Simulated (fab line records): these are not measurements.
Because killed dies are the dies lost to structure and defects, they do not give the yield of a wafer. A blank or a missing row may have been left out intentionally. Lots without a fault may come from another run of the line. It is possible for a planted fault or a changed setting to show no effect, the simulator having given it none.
Chamber matching | flow n5-finfet | 4 sister chambers for N5_ILD0_ALD_15 on ald-sin-03
The step deposits SiNx, target thk 24 nm, pulse time 1 s, ald cycles 480. 18 wafers are shown with their chamber, then 9 later ones without.

## WAFERS, EACH WITH ITS CHAMBER
wafer  | chamber | heater-power-w (W) | precursor-pulse-height-rel
L075.1 | 3       | 976                | 1.041
L075.2 | 2       | 724                | 0.996
L075.6 | 2       | 726                | 0.977
L076.3 | 1       | 888                | 0.984
L076.5 | 0       | 756                | 0.991
L076.6 | 3       | 983                | 0.989
L077.1 | 1       | 876                | 1.002
L077.3 | 3       | 985                | 0.965
L077.6 | 0       | 754                | 0.997
L078.1 | 0       | 758                | 0.976
L078.2 | 1       | 865                | 0.996
L078.6 | 3       | 954                | 1.000
L080.3 | 1       | 889                | 1.014
L080.4 | 2       | 739                | 0.974
L080.5 | 3       | 994                | 0.954
L084.1 | 3       | 973                | 1.032
L084.3 | 0       | 761                | 0.998
L084.5 | 1       | 888                | 0.999

SIGNATURES (means of the wafers above)
reading                    | chamber 0 | chamber 1 | chamber 2 | chamber 3 | scatter within a chamber
heater-power-w             | 757.25    | 881.20    | 729.67    | 977.50    | 10.5
precursor-pulse-height-rel | 0.99050   | 0.99900   | 0.98233   | 0.99683   | 0.0226
Rule: for a wafer and a chamber, the distance is found by dividing, reading by reading, the gap between the wafer's reading and the chamber's mean by the reading's scatter, squaring, summing and taking the root. If the next closest chamber is less than 2 further off than the closest, the wafer can't be placed; otherwise it belongs to the closest. The scatter: take each reading less its chamber's mean, square it, sum over the shown wafers, divide by the number of wafers less the number of chambers, and take the root.

## WAFERS MISSING THEIR CHAMBER
wafer  | heater-power-w (W) | precursor-pulse-height-rel
L089.1 | 765                | 0.983
L089.3 | 718                | 1.021
L089.4 | 1000               | 0.988
L090.1 | 736                | 1.017
L090.2 | 986                | 1.002
L090.3 | 888                | 0.993
L097.1 | 933                | 1.006
L097.4 | 857                | 1.032
L097.5 | 746                | 0.994

## CHAMBER TAKEN BY EACH
wafer  | from the rows above     | in truth
L089.1 | 0                       | 0
L089.3 | can't be placed: 2 or 0 | 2
L089.4 | 3                       | 3
L090.1 | can't be placed: 2 or 0 | 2
L090.2 | 3                       | 3
L090.3 | 1                       | 1
L097.1 | can't be placed: 3 or 1 | 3
L097.4 | 1                       | 1
L097.5 | can't be placed: 0 or 2 | 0
Placed correctly: 5 of 9. Cannot be placed on the basis of these rows: 4; the candidates contain the true chamber in 4. Number placed wrongly: 0.
